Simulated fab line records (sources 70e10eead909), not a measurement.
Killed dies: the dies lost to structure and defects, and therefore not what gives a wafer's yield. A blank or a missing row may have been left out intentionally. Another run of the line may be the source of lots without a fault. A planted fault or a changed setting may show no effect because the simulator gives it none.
Which tool did it? || flow nand_harc || 14 lots, 42 wafers sampled, at 6 steps of a route of 1302

WHAT THE GAUGES SHOWED, per wafer
NHARC_A_M1_CD_MEAS_09: the cd target is 120 nm.
{"lot": "L664", "measured": "day 23 02:20", "on": "cd_sem-02", "cd_nm (nm)": "119.8 119.0 120.3"}
{"lot": "L665", "measured": "day 23 03:19", "on": "cd_sem-03", "cd_nm (nm)": "119.7 120.1 120.2"}
{"lot": "L666", "measured": "day 23 22:40", "on": "cd_sem-02", "cd_nm (nm)": "119.5 119.5 119.3"}
{"lot": "L669", "measured": "day 24 14:50", "on": "cd_sem-02", "cd_nm (nm)": "119.5 119.7 119.5"}
{"lot": "L670", "measured": "day 25 09:50", "on": "cd_sem-02", "cd_nm (nm)": "120.4 120.9 120.3"}
{"lot": "L671", "measured": "day 25 11:03", "on": "cd_sem-02", "cd_nm (nm)": "120.3 119.4 120.1"}
{"lot": "L673", "measured": "day 26 12:34", "on": "cd_sem-02", "cd_nm (nm)": "120.8 120.2 120.7"}
{"lot": "L679", "measured": "day 28 21:35", "on": "cd_sem-01", "cd_nm (nm)": "119.3 119.5 119.6"}
{"lot": "L681", "measured": "day 29 12:28", "on": "cd_sem-01", "cd_nm (nm)": "120.6 119.7 94.6 120.7 120.1 94.4"}
{"lot": "L680", "measured": "day 30 07:41", "on": "cd_sem-02", "cd_nm (nm)": "119.6 120.0 94.3 119.6 120.0 94.8"}
{"lot": "L683", "measured": "day 31 06:32", "on": "cd_sem-03", "cd_nm (nm)": "118.8 119.9 119.4"}
{"lot": "L684", "measured": "day 31 07:00", "on": "cd_sem-01", "cd_nm (nm)": "120.8 120.3 120.3"}
{"lot": "L686", "measured": "day 31 15:30", "on": "cd_sem-01", "cd_nm (nm)": "120.8 120.6 120.6"}
{"lot": "L687", "measured": "day 32 12:47", "on": "cd_sem-02", "cd_nm (nm)": "119.8 119.8 120.0"}

NHARC_A_M1_INSPECT_11.
{"lot": "L664", "measured": "day 23 02:28", "on": "defect_inspect-02", "raw_defect_count": "26 16 21"}
{"lot": "L665", "measured": "day 23 03:26", "on": "defect_inspect-01", "raw_defect_count": "133 169 152"}
{"lot": "L666", "measured": "day 23 22:47", "on": "defect_inspect-01", "raw_defect_count": "78 69 68"}
{"lot": "L669", "measured": "day 24 14:57", "on": "defect_inspect-02", "raw_defect_count": "125 138 133"}
{"lot": "L670", "measured": "day 25 09:57", "on": "defect_inspect-01", "raw_defect_count": "57 65 72"}
{"lot": "L671", "measured": "day 25 11:11", "on": "defect_inspect-02", "raw_defect_count": "94 66 79"}
{"lot": "L673", "measured": "day 26 12:42", "on": "defect_inspect-02", "raw_defect_count": "143 122 135"}
{"lot": "L679", "measured": "day 28 21:43", "on": "defect_inspect-01", "raw_defect_count": "69 109 102"}
{"lot": "L681", "measured": "day 29 13:46", "on": "defect_inspect-01", "raw_defect_count": "72 79 86"}
{"lot": "L680", "measured": "day 30 12:46", "on": "defect_inspect-01", "raw_defect_count": "94 116 121"}
{"lot": "L683", "measured": "day 31 06:40", "on": "defect_inspect-02", "raw_defect_count": "90 106 72"}
{"lot": "L684", "measured": "day 31 07:07", "on": "defect_inspect-02", "raw_defect_count": "100 109 91"}
{"lot": "L686", "measured": "day 31 15:38", "on": "defect_inspect-01", "raw_defect_count": "73 91 80"}
{"lot": "L687", "measured": "day 32 12:55", "on": "defect_inspect-01", "raw_defect_count": "26 30 27"}

NHARC_A_M1_CD_MEAS_16.
{"lot": "L664", "measured": "day 23 02:50", "on": "cd_sem-02", "cd_nm (nm)": "119.4 118.8 119.1"}
{"lot": "L665", "measured": "day 23 03:49", "on": "cd_sem-01", "cd_nm (nm)": "120.4 120.7 120.8"}
{"lot": "L666", "measured": "day 23 23:09", "on": "cd_sem-02", "cd_nm (nm)": "119.3 119.2 118.8"}
{"lot": "L669", "measured": "day 24 15:19", "on": "cd_sem-02", "cd_nm (nm)": "119.9 119.9 120.3"}
{"lot": "L670", "measured": "day 25 10:19", "on": "cd_sem-02", "cd_nm (nm)": "119.9 121.5 119.8"}
{"lot": "L671", "measured": "day 25 11:32", "on": "cd_sem-01", "cd_nm (nm)": "120.9 119.5 119.8"}
{"lot": "L673", "measured": "day 26 13:04", "on": "cd_sem-03", "cd_nm (nm)": "120.6 119.8 121.0"}
{"lot": "L679", "measured": "day 28 22:07", "on": "cd_sem-02", "cd_nm (nm)": "119.3 119.3 119.9"}
{"lot": "L681", "measured": "day 29 14:31", "on": "cd_sem-03", "cd_nm (nm)": "120.1 119.5 94.4 120.2 119.2 94.3"}
{"lot": "L680", "measured": "day 30 13:08", "on": "cd_sem-02", "cd_nm (nm)": "119.9 120.4 95.0 120.0 120.1 94.3"}
{"lot": "L683", "measured": "day 31 07:02", "on": "cd_sem-02", "cd_nm (nm)": "118.7 119.0 119.0"}
{"lot": "L684", "measured": "day 31 07:31", "on": "cd_sem-03", "cd_nm (nm)": "121.9 120.6 121.3"}
{"lot": "L686", "measured": "day 31 15:59", "on": "cd_sem-02", "cd_nm (nm)": "120.3 121.0 120.7"}
{"lot": "L687", "measured": "day 32 13:19", "on": "cd_sem-01", "cd_nm (nm)": "119.8 119.7 120.2"}

WHAT TOOL EACH LOT RAN ON (gives the tool, then ch and the chambers of the sampled wafers, and finally the start)
{"lot": "L664", "NHARC_A_M0_ETCH_15": "rie_diel-07 ch 0,3, day 23 00:16 or earlier", "NHARC_A_M0_ANNEAL_30": "rtp_anneal-01 ch 0, day 23 00:16", "NHARC_A_M1_PEB_07": "litho_track-04 ch 0, day 23 02:16"}
{"lot": "L665", "NHARC_A_M0_ETCH_15": "rie_diel-02 ch 0,1,2, day 23 01:16 or earlier", "NHARC_A_M0_ANNEAL_30": "rtp_anneal-01 ch 0, day 23 01:16", "NHARC_A_M1_PEB_07": "litho_track-04 ch 0, day 23 03:14"}
{"lot": "L666", "NHARC_A_M0_ETCH_15": "rie_diel-02 ch 0,1,3, day 23 20:30 or earlier", "NHARC_A_M0_ANNEAL_30": "rtp_anneal-02 ch 0, day 23 20:30", "NHARC_A_M1_PEB_07": "litho_track-06 ch 0, day 23 22:35"}
{"lot": "L669", "NHARC_A_M0_ETCH_15": "rie_diel-09 ch 0,1,3, day 24 12:40 or earlier", "NHARC_A_M0_ANNEAL_30": "rtp_anneal-01 ch 0, day 24 12:40", "NHARC_A_M1_PEB_07": "litho_track-01 ch 0, day 24 14:45"}
{"lot": "L670", "NHARC_A_M0_ETCH_15": "rie_diel-07 ch 1,2, day 25 07:44 or earlier", "NHARC_A_M0_ANNEAL_30": "rtp_anneal-02 ch 0, day 25 07:44", "NHARC_A_M1_PEB_07": "litho_track-01 ch 0, day 25 09:45"}
{"lot": "L671", "NHARC_A_M0_ETCH_15": "rie_diel-07 ch 0,2, day 25 08:52 or earlier", "NHARC_A_M0_ANNEAL_30": "rtp_anneal-01 ch 0, day 25 08:52", "NHARC_A_M1_PEB_07": "litho_track-04 ch 0, day 25 10:58"}
{"lot": "L673", "NHARC_A_M0_ETCH_15": "rie_diel-09 ch 2,3, day 26 10:29 or earlier", "NHARC_A_M0_ANNEAL_30": "rtp_anneal-01 ch 0, day 26 10:29", "NHARC_A_M1_PEB_07": "litho_track-06 ch 0, day 26 12:29"}
{"lot": "L679", "NHARC_A_M0_ETCH_15": "rie_diel-02 ch 2,3, day 28 19:27 or earlier", "NHARC_A_M0_ANNEAL_30": "rtp_anneal-01 ch 0, day 28 19:27", "NHARC_A_M1_PEB_07": "litho_track-06 ch 0, day 28 21:30"}
{"lot": "L681", "NHARC_A_M0_ETCH_15": "rie_diel-02 ch 0,1,3, day 29 10:16 or earlier", "NHARC_A_M0_ANNEAL_30": "rtp_anneal-02 ch 0, day 29 10:16", "NHARC_A_M1_PEB_07": "litho_track-04 ch 0, day 29 12:23"}
{"lot": "L680", "NHARC_A_M0_ETCH_15": "rie_diel-02 ch 0,1, day 30 05:29 or earlier", "NHARC_A_M0_ANNEAL_30": "rtp_anneal-01 ch 0, day 30 05:29", "NHARC_A_M1_PEB_07": "litho_track-04 ch 0, day 30 07:37"}
{"lot": "L683", "NHARC_A_M0_ETCH_15": "rie_diel-09 ch 0,3, day 31 04:27 or earlier", "NHARC_A_M0_ANNEAL_30": "rtp_anneal-02 ch 0, day 31 04:27", "NHARC_A_M1_PEB_07": "litho_track-01 ch 0, day 31 06:28"}
{"lot": "L684", "NHARC_A_M0_ETCH_15": "rie_diel-02 ch 0,3, day 31 04:53 or earlier", "NHARC_A_M0_ANNEAL_30": "rtp_anneal-02 ch 0, day 31 04:53", "NHARC_A_M1_PEB_07": "litho_track-01 ch 0, day 31 06:55"}
{"lot": "L686", "NHARC_A_M0_ETCH_15": "rie_diel-02 ch 0,3, day 31 13:16 or earlier", "NHARC_A_M0_ANNEAL_30": "rtp_anneal-02 ch 0, day 31 13:16", "NHARC_A_M1_PEB_07": "litho_track-06 ch 0, day 31 15:25"}
{"lot": "L687", "NHARC_A_M0_ETCH_15": "rie_diel-07 ch 0,2,3, day 32 10:34 or earlier", "NHARC_A_M0_ANNEAL_30": "rtp_anneal-01 ch 0, day 32 10:34", "NHARC_A_M1_PEB_07": "litho_track-04 ch 0, day 32 12:42"}
- NHARC_A_M0_ETCH_15: etches the open film in C4F8/Ar, target depth 150 nm, overetch 15 nm, time 82.5 s.
- NHARC_A_M0_ANNEAL_30: time 90 s.
- NHARC_A_M1_PEB_07: peb time 65 s.

AS READ BY THE TOOLS THEMSELVES (means over the sampled wafers that have a number; for cases with no such wafer, the mark the record gives instead)
NHARC_A_M0_ETCH_15.
{"lot": "L664", "tool": "rie_diel-07", "oes_product_au (a.u.)": 0.956, "rf_vpp_V (V)": 443.1}
{"lot": "L665", "tool": "rie_diel-02", "oes_product_au (a.u.)": 0.916, "rf_vpp_V (V)": 441.6}
{"lot": "L666", "tool": "rie_diel-02", "oes_product_au (a.u.)": 0.919, "rf_vpp_V (V)": 440.8}
{"lot": "L669", "tool": "rie_diel-09", "oes_product_au (a.u.)": 0.971, "rf_vpp_V (V)": 438.5}
{"lot": "L670", "tool": "rie_diel-07", "oes_product_au (a.u.)": 0.945, "rf_vpp_V (V)": 439.8}
{"lot": "L671", "tool": "rie_diel-07", "oes_product_au (a.u.)": 0.926, "rf_vpp_V (V)": 443.3}
{"lot": "L673", "tool": "rie_diel-09", "oes_product_au (a.u.)": 0.935, "rf_vpp_V (V)": 436.8}
{"lot": "L679", "tool": "rie_diel-02", "oes_product_au (a.u.)": 0.971, "rf_vpp_V (V)": 442.8}
{"lot": "L681", "tool": "rie_diel-02", "oes_product_au (a.u.)": 0.947, "rf_vpp_V (V)": 440.9}
{"lot": "L680", "tool": "rie_diel-02", "oes_product_au (a.u.)": 0.982, "rf_vpp_V (V)": 440.1}
{"lot": "L683", "tool": "rie_diel-09", "oes_product_au (a.u.)": 0.969, "rf_vpp_V (V)": 437.3}
{"lot": "L684", "tool": "rie_diel-02", "oes_product_au (a.u.)": 0.925, "rf_vpp_V (V)": 439.9}
{"lot": "L686", "tool": "rie_diel-02", "oes_product_au (a.u.)": 0.950, "rf_vpp_V (V)": 439.4}
{"lot": "L687", "tool": "rie_diel-07", "oes_product_au (a.u.)": 0.922, "rf_vpp_V (V)": 442.3}

NHARC_A_M0_ANNEAL_30.
{"lot": "L664", "tool": "rtp_anneal-01", "wafer_temp_C_max": 227.1}
{"lot": "L665", "tool": "rtp_anneal-01", "wafer_temp_C_max": 226.8}
{"lot": "L666", "tool": "rtp_anneal-02", "wafer_temp_C_max": 226.1}
{"lot": "L669", "tool": "rtp_anneal-01", "wafer_temp_C_max": 226.8}
{"lot": "L670", "tool": "rtp_anneal-02", "wafer_temp_C_max": 226.2}
{"lot": "L671", "tool": "rtp_anneal-01", "wafer_temp_C_max": 227.0}
{"lot": "L673", "tool": "rtp_anneal-01", "wafer_temp_C_max": 227.1}
{"lot": "L679", "tool": "rtp_anneal-01", "wafer_temp_C_max": 226.8}
{"lot": "L681", "tool": "rtp_anneal-02", "wafer_temp_C_max": 225.6}
{"lot": "L680", "tool": "rtp_anneal-01", "wafer_temp_C_max": 226.8}
{"lot": "L683", "tool": "rtp_anneal-02", "wafer_temp_C_max": 226.3}
{"lot": "L684", "tool": "rtp_anneal-02", "wafer_temp_C_max": 225.8}
{"lot": "L686", "tool": "rtp_anneal-02", "wafer_temp_C_max": 226.2}
{"lot": "L687", "tool": "rtp_anneal-01", "wafer_temp_C_max": 226.9}

NHARC_A_M1_PEB_07.
{"lot": "L664", "tool": "litho_track-04", "exhaust_pa (Pa)": 45.8, "heater_power_total_W (W)": 156.5, "plate_temp_C (C)": 100.02}
{"lot": "L665", "tool": "litho_track-04", "exhaust_pa (Pa)": 45.2, "heater_power_total_W (W)": 156.3, "plate_temp_C (C)": 100.11}
{"lot": "L666", "tool": "litho_track-06", "exhaust_pa (Pa)": 45.8, "heater_power_total_W (W)": 157.0, "plate_temp_C (C)": 99.96}
{"lot": "L669", "tool": "litho_track-01", "exhaust_pa (Pa)": 43.9, "heater_power_total_W (W)": 156.5, "plate_temp_C (C)": 100.07}
{"lot": "L670", "tool": "litho_track-01", "exhaust_pa (Pa)": 44.2, "heater_power_total_W (W)": 156.9, "plate_temp_C (C)": 100.20}
{"lot": "L671", "tool": "litho_track-04", "exhaust_pa (Pa)": 44.0, "heater_power_total_W (W)": 156.9, "plate_temp_C (C)": 100.01}
{"lot": "L673", "tool": "litho_track-06", "exhaust_pa (Pa)": 44.8, "heater_power_total_W (W)": 157.1, "plate_temp_C (C)": 99.93}
{"lot": "L679", "tool": "litho_track-06", "exhaust_pa (Pa)": 45.1, "heater_power_total_W (W)": 156.9, "plate_temp_C (C)": 100.06}
{"lot": "L681", "tool": "litho_track-04", "exhaust_pa (Pa)": 44.5, "heater_power_total_W (W)": 179.6, "plate_temp_C (C)": 99.93}
{"lot": "L680", "tool": "litho_track-04", "exhaust_pa (Pa)": 44.6, "heater_power_total_W (W)": 178.5, "plate_temp_C (C)": 99.94}
{"lot": "L683", "tool": "litho_track-01", "exhaust_pa (Pa)": 45.4, "heater_power_total_W (W)": 156.2, "plate_temp_C (C)": 99.96}
{"lot": "L684", "tool": "litho_track-01", "exhaust_pa (Pa)": 45.2, "heater_power_total_W (W)": 156.8, "plate_temp_C (C)": 99.91}
{"lot": "L686", "tool": "litho_track-06", "exhaust_pa (Pa)": 43.4, "heater_power_total_W (W)": 156.1, "plate_temp_C (C)": 99.94}
{"lot": "L687", "tool": "litho_track-04", "exhaust_pa (Pa)": 45.9, "heater_power_total_W (W)": 156.7, "plate_temp_C (C)": 100.04}

THE ANSWER, worked out from the rows above alone
Rule: the lots themselves supply what counts as usual. Put in order of their means at a reading, lots are off if they are a third of the lots or fewer, leave a main group of 4 or more, and stand apart from it by a gap of 3 or more times the standard deviation of the main group's means; of several such gaps the widest counts. A main group whose means are all the same, to the digits that the tables above print for the reading, isn't used. A lot without any number at a reading at which 4 lots or more have one is off too. The other lots that the step has rows for count as sound. First the gauges in route order, then the tools' own readings, where a lot's mean is used as printed above. At the first step where some lot is off, the reading lying furthest off is the one used; lots without a number count as furthest.
Off at NHARC_A_M1_CD_MEAS_09 (cd_nm): L681, L680. The main group: mean 120.0 nm, standard deviation 0.46.
If a tool, at a process step before that reading, ran all the lots that are off and no sound lot after the first of them, it fits. Not tried: the gauges at NHARC_A_M1_CD_MEAS_09; whatever is off there is also off at NHARC_A_M1_PEB_07, on other tools, and gauge error can't account for it. With no start given for some of its lots, NHARC_A_M0_ETCH_15 uses the hours and lot order of NHARC_A_M0_ANNEAL_30. No candidate that was tried fits.

WHAT WAS PUT IN BY THE SIMULATOR
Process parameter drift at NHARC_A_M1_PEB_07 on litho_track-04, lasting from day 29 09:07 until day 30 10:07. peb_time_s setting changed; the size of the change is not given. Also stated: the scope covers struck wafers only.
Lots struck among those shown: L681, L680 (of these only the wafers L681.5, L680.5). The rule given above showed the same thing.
